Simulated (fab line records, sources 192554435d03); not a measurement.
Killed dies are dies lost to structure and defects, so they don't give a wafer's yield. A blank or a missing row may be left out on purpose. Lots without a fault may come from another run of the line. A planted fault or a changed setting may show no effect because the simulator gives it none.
Chamber matching | flow n5_finfet | N5_BEOL_M9_CURE_71 on uv_cure-02: 3 sister chambers
The step cures SiCOH lowk, time 240 s. 14 wafers are shown with their chamber, then 7 later ones without.

WAFERS WITH THEIR CHAMBER
wafer  | chamber | wafer_temp_C_max | lamp_power_pct (%)
L084.1 | 0       | 386.6            | 52.31
L084.5 | 0       | 386.7            | 52.41
L084.6 | 0       | 386.4            | 52.35
L086.1 | 2       | 387.1            | 52.33
L086.2 | 2       | 386.5            | 52.33
L086.4 | 2       | 386.5            | 52.31
L089.1 | 2       | 387.1            | 52.35
L089.3 | 2       | 387.0            | 52.37
L089.4 | 2       | 386.1            | 52.32
L093.2 | 2       | 386.9            | 52.25
L093.3 | 2       | 386.5            | 52.29
L093.5 | 2       | 386.6            | 52.42
L095.1 | 1       | 387.1            | 52.34
L095.3 | 1       | 387.7            | 52.38

SIGNATURES (means of the wafers above)
reading          | chamber 0 | chamber 1 | chamber 2 | scatter within a chamber
wafer_temp_C_max | 386.567   | 387.400   | 386.700   | 0.326
lamp_power_pct   | 52.3567   | 52.3600   | 52.3300   | 0.0472
Rule: a wafer's distance from a chamber is the root of the sum, over the readings, of the square of ((its reading less the chamber's mean) divided by the reading's scatter). The wafer belongs to the nearest chamber; if the next one is less than 2 further off, it can't be placed. The scatter: the root of (the sum of the squares of (reading less its chamber's mean) over the shown wafers, divided by (wafers less chambers)).

WAFERS WITHOUT THEIR CHAMBER
wafer  | wafer_temp_C_max | lamp_power_pct (%)
L095.5 | 387.2            | 52.28
L092.4 | 386.8            | 52.29
L092.5 | 386.9            | 52.37
L092.6 | 387.3            | 52.36
L097.1 | 387.3            | 52.24
L097.3 | 386.9            | 52.30
L097.5 | 387.4            | 52.33

WHICH CHAMBER EACH WENT THROUGH
wafer  | from the rows above          | in truth
L095.5 | can't be placed: 1 or 2 or 0 | 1
L092.4 | can't be placed: 2 or 0 or 1 | 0
L092.5 | can't be placed: 2 or 0 or 1 | 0
L092.6 | can't be placed: 1 or 2 or 0 | 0
L097.1 | can't be placed: 1 or 2 or 0 | 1
L097.3 | can't be placed: 2 or 0 or 1 | 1
L097.5 | can't be placed: 1 or 2 or 0 | 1
Placed correctly: 0 of 7. Can't be placed from these rows: 7 (the true chamber is among the candidates in 7). Placed wrongly: 0.
